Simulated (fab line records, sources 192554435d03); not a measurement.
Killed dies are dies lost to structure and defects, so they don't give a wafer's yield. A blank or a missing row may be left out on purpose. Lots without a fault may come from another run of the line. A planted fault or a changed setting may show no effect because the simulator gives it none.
Split-lot experiment | flow n5_finfet | 7 lots, 21 wafers read, on a route of 1938 steps

THE SPLIT
At N5_BEOL_M15_COAT_60 (time 60 s, resist thk 89 nm), the setting spin_rpm was moved away from the recipe's 1500 rpm on 6 of the 21 wafers read, by -9.7% to +8.9%. The other wafers ran this setting at the recipe's value.

FROM THE SPLIT TO THE READING: what the file shows between them, 4 steps
- N5_BEOL_M15_PEB_26: peb time 90 s (also split here: peb_time_s)
- N5_BEOL_M15_DEVELOP_27: develop time 45 s
- N5_BEOL_M15_HARDBAKE_32: time 120 s
- N5_BEOL_M15_DESCUM_33: chemistry O2, time 7.9 s

THE READING
etch.depth_nm (the simulator's own value, which no gauge read), in nm, at N5_BEOL_M15_ETCH_61 (etches BARC in N2/H2, target depth 89 nm, overetch 26.7 nm, time 67.9 s). The file gives no usual value for it. The 15 wafers here that ran the recipe average 89.10 nm, standard deviation 0.2 nm.

wafer  | tool, chamber at the split | spin_rpm as run, rpm | against the recipe | etch.depth_nm, nm | against lot-mates on the recipe
L074.1 | litho_track-05, 0          | 1500                 | recipe             | 89.02             | -
L074.2 | litho_track-05, 0          | 1500                 | recipe             | 89.09             | -
L074.5 | litho_track-05, 0          | 1354                 | -9.7%              | 93.95             | +4.89
L079.1 | litho_track-05, 0          | 1500                 | recipe             | 88.94             | -
L079.4 | litho_track-05, 0          | 1500                 | recipe             | 88.94             | -
L079.3 | litho_track-05, 0          | 1633                 | +8.9%              | 84.96             | -3.98
L087.1 | litho_track-04, 0          | 1500                 | recipe             | 89.44             | -
L087.4 | litho_track-04, 0          | 1500                 | recipe             | 89.06             | -
L087.6 | litho_track-04, 0          | 1500                 | recipe             | 89.1              | -
L089.3 | litho_track-04, 0          | 1500                 | recipe             | 89.17             | -
L089.5 | litho_track-04, 0          | 1500                 | recipe             | 89.58             | -
L089.6 | litho_track-04, 0          | 1591                 | +6.1%              | 86.99             | -2.39
L088.3 | litho_track-04, 0          | 1500                 | recipe             | 88.86             | -
L088.4 | litho_track-04, 0          | 1500                 | recipe             | 89.19             | -
L088.5 | litho_track-04, 0          | 1500                 | recipe             | 89.08             | -
L094.1 | litho_track-05, 0          | 1628                 | +8.5%              | 85.28             | -3.63
L094.2 | litho_track-05, 0          | 1500                 | recipe             | 88.92             | -
L094.4 | litho_track-05, 0          | 1500                 | recipe             | 88.9              | -
L097.1 | litho_track-05, 0          | 1382                 | -7.9%              | 93.05             | +3.80
L097.2 | litho_track-05, 0          | 1500                 | recipe             | 89.25             | -
L097.6 | litho_track-05, 0          | 1382                 | -7.9%              | 92.71             | +3.46

THE FIT
A straight line over all 21 wafers: etch.depth_nm changes by -0.464 nm for each +1% of spin_rpm; r = -0.99; the points scatter about the line by 0.25 nm.
The same after taking each lot's own level away (the mean of its wafers on the recipe; 21 wafers): -0.456 nm for each +1%; r = -1.00; scatter 0.18 nm.
On that fit, the largest move of spin_rpm shifts the reading by 4.4 nm.
The lots' own levels span 88.910 to 89.375 nm, that is 2.4 times the standard deviation above.
So the lot-to-lot level changes the slope little: the two slopes agree.
Check: with one of the wafers moved furthest among these (-9.7%) left out of the fit, the line predicts +4.34 nm for it against its lot-mates. It came out at +4.89 nm against them.

OTHER SPLITS ON THESE WAFERS
These wafers also went through other splits before the reading. Each is held against what the fit with the lots' levels taken away leaves over:
other split on the same wafers | wafers away from the commonest value | r with etch.depth_nm (lot level and that fit taken away)
N5_BEOL_M15_PEB_26 peb_time_s  | 5                                    | +0.03

THE WHOLE CHAIN: every reading that the file lists as answering this split, in the file's order
step                | what it does                                                            | reading                                                                          | change (the file's fit)               | r (the file's)
N5_BEOL_M15_COAT_60 | time 60 s, resist thk 89 nm                                             | BARC_of_BEOL_M15_COAT_60.thk_nm (the simulator's own value, which no gauge read) | -0.465 nm for each +1% of the setting | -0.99
N5_BEOL_M15_ETCH_61 | etches BARC in N2/H2, target depth 89 nm, overetch 26.7 nm, time 67.9 s | etch.depth_nm (the simulator's own value, which no gauge read)                   | -0.455 nm for each +1% of the setting | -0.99

THE FILE'S OWN FIT
etch.depth_nm changes by -0.455 nm for each +1% of spin_rpm, r = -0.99.
